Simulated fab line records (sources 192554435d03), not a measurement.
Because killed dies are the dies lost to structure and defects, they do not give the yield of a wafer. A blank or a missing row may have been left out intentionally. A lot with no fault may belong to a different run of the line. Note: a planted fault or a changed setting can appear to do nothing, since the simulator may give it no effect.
8D (eight disciplines) problem report, filled in by code -- flow n5Finfet -- the parts of the form that need people (team, actions taken, sign-off) are left out

## 1. WHAT IS WRONG
Wafers without a fault read 1499.9 rpm, standard deviation 0.89; spinSpeedRpm at N5_BEOL_M1_COAT_61 reads a mean of 1138.1 rpm on 9 wafers belonging to 3 lots. So: -99 or more standard deviations from the usual mean.
The step: time 60 s, resist thk 60 nm.
Seen first at day 10 03:17 on lithoTrack-01, wafer L275.2. The record has a number at this step for 30 wafers belonging to 10 lots. By rule, "out" or "out of limits" means more than 4 standard deviations away from the usual mean. All remaining wafers that have a number are taken as sound.

## 2. WHAT IT IS, WHAT IT ISN'T
question,is,is not
which readings at this step,spinSpeedRpm,resistLineTempC
which lots,"L275, L277, L279","L266, L270, L280, L281, L282, L283, L284"
which wafers of those lots,all that have a number,-
read on which tools,lithoTrack-01,"lithoTrack-02, lithoTrack-03"
when,from day 10 03:17,"up to then (6 sound wafers); but 15 sound wafers of L280, L281, L282, L283, L284 came after"

## 3. WHAT RULES OUT EACH SUSPECT
Counting: a tool stays on the suspect list if, at a process step up to the reading, it processed all lots that are out and no sound lot following the first of them.
- pvdSputter-03 at N5_BEOL_M0_ANNEAL_135 (time 60 s): kept. It ran every lot that is out, first L275 (day 10 00:02), and no sound lot after that; its last sound lot up to then is L266 (day 7 03:20).
- lithoTrack-01 at N5_BEOL_M1_COAT_61 (time 60 s, resist thk 60 nm): kept. It ran every lot that is out, first L275 (day 10 03:17), and no sound lot after that; its last sound lot up to then is L270 (day 8 06:49). Out on those wafers are its own readings of spinSpeedRpm.
After counting, pvdSputter-03 at N5_BEOL_M0_ANNEAL_135 and lithoTrack-01 at N5_BEOL_M1_COAT_61 remain.

## 4. THE CAUSE (what the simulator had put in)
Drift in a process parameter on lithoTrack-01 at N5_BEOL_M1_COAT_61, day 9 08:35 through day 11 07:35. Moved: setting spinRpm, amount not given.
This tool is one of the 2 suspects left after counting.

## 5. SEQUENCE OF EFFECTS, ordered by route
Rows list readings where the struck wafers' mean (over those with a number) sits beyond 3 standard deviations from the usual. Scope: only readings with a usual standard deviation given in the record; hours: median across lots of the time from each lot's start at the first step in this table that gives one to its start at this step; sigmas: change in usual standard deviations.
hours,step,reading,usual,on struck wafers,change,sigmas
0,N5_BEOL_M1_COAT_61,spinSpeedRpm,1499.9 rpm,1138.1,-361.8,-99 or more
The process steps in it:
- N5_BEOL_M1_COAT_61: time 60 s, resist thk 60 nm.
At these later measuring or inspecting steps, every struck wafer for which the step has a row has a number for every such reading, and none has moved that far: N5_BEOL_M4_RC_MEAS_101.

## 6. HOW IT WOULD HAVE BEEN CAUGHT EARLIER
In this record no reading fell out of limits until day 10 03:17, 19 hours after the fault had begun at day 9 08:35.
